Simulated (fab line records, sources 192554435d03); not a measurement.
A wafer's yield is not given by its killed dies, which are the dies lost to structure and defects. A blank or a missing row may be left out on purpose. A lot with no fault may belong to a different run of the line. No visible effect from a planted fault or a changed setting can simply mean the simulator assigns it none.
Problem report, 8D (eight disciplines) form, completed by code	flow n5-finfet	the parts of the form that need people (team, actions taken, sign-off) are left out

## 1. PROBLEM STATEMENT
rf-fwd-power-W at N5_BEOL_M8_VIA_ETCH_34 reads a mean of 425.8 W on 2 wafers of 2 lots; wafers without a fault read 341.7 W with a standard deviation of 1.4. That puts it +60 standard deviations away from the usual mean.
The step: etches SiCOH lowk in C4F6/O2, target depth 125.5 nm, time 50.5 s.
Earliest sighting: wafer L404.3 on rie-diel-01 at day 11 19:58. Wafers with a number at this step in the record: 18, from 6 lots. Rule for "out" (also "out of limits"): further than 4 standard deviations from the usual mean. The other wafers with a number count as sound.

## 2. WHAT THIS IS AND IS NOT
question	is	is not
which readings at this step	rf-fwd-power-W, rf-vpp-V	drypump-motor-current-A, oes-product-au, showerhead-plenum-p-Torr, throttle-valve-pct
which lots	L404, L407	L395, L411, L415, L416
which wafers of those lots	L404.3, L407.1	L404.2, L404.4, L407.3, L407.4
read on which tools	rie-diel-01	rie-diel-05
when	from day 11 19:58	up to then (5 sound wafers); but 11 sound wafers of L407, L411, L415, L416 came after

## 3. SUSPECTS, AND WHAT RULES EACH OUT
Counting: if a tool at a process step up to the reading ran every lot that is out, it stays a suspect. Sound lots after the first of them don't rule it out here, since some wafers of a struck lot are sound.
- rie-diel-01 at N5_BEOL_M8_DESCUM_33 (chemistry O2, time 7 s): kept. Every lot that is out went through it, the first being L404 (day 11 19:47); the last sound lot it ran before that was L395 (day 9 17:09).
- rie-diel-01 at N5_BEOL_M8_ETCH_72 (etches underlayer in N2/H2, target depth 6.5 nm, time 5.2 s): kept. Every lot that is out went through it, the first being L404 (day 11 19:49); the last sound lot it ran before that was L395 (day 9 17:11).
- rie-diel-01 at N5_BEOL_M8_ETCH_65 (etches SiARC in CF4, target depth 15.6 nm, time 26 s): kept. Every lot that is out went through it, the first being L404 (day 11 19:50); the last sound lot it ran before that was L395 (day 9 17:12).
- rie-diel-01 at N5_BEOL_M8_ETCH_66 (etches SOC in N2/H2, target depth 80 nm, overetch 16 nm, time 120 s): kept. Every lot that is out went through it, the first being L404 (day 11 19:52); the last sound lot it ran before that was L395 (day 9 17:14).
- rie-diel-01 at N5_BEOL_M8_VIA_ETCH_34 (etches SiCOH lowk in C4F6/O2, target depth 125.5 nm, time 50.5 s): kept. Every lot that is out went through it, the first being L404 (day 11 19:58); the last sound lot it ran before that was L395 (day 9 17:20). Its own readings are out on those wafers: rf-fwd-power-W, rf-vpp-V.
- rie-diel-01, N5_BEOL_M8_DESCUM_33: wafers that are out in chamber 3, sound lot-mates in chambers 0, 1.
- rie-diel-01, N5_BEOL_M8_ETCH_72: wafers that are out in chamber 3, sound lot-mates in chambers 0, 1.
- rie-diel-01, N5_BEOL_M8_ETCH_65: wafers that are out in chamber 3, sound lot-mates in chambers 0, 1.
- rie-diel-01, N5_BEOL_M8_ETCH_66: wafers that are out in chamber 3, sound lot-mates in chambers 0, 1.
- rie-diel-01, N5_BEOL_M8_VIA_ETCH_34: wafers that are out in chamber 3, sound lot-mates in chambers 0, 1.
Left after counting: rie-diel-01 at N5_BEOL_M8_DESCUM_33, rie-diel-01 at N5_BEOL_M8_ETCH_72, rie-diel-01 at N5_BEOL_M8_ETCH_65, rie-diel-01 at N5_BEOL_M8_ETCH_66, rie-diel-01 at N5_BEOL_M8_VIA_ETCH_34.

## 4. THE CAUSE (what the simulator had put in)
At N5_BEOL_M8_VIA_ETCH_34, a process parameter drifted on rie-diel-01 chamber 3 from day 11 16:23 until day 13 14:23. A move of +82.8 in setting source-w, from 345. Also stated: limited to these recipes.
Of the 5 suspects that counting leaves, this tool is one.

## 5. SEQUENCE OF EFFECTS, ordered by route
Rows list readings where the struck wafers' mean (over those with a number) sits beyond 3 standard deviations from the usual. Scope: only readings with a usual standard deviation given in the record; hours: median across lots of the time from each lot's start at the first step in this table that gives one to its start at this step; sigmas: change in usual standard deviations.
hours	step	reading	usual	on struck wafers	change	sigmas
0	N5_BEOL_M8_VIA_ETCH_34	rf-fwd-power-W	341.7 W	425.8	+84.1	+60
0	N5_BEOL_M8_VIA_ETCH_34	rf-vpp-V	673 V	610	-64	-5.8
It contains these process steps:
- N5_BEOL_M8_VIA_ETCH_34: etches SiCOH lowk in C4F6/O2, target depth 125.5 nm, time 50.5 s.

## 6. HOW IT WOULD HAVE BEEN CAUGHT EARLIER
4 hours passed between the start of the fault at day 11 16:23 and the first reading out of limits in this record, taken at day 11 19:58.
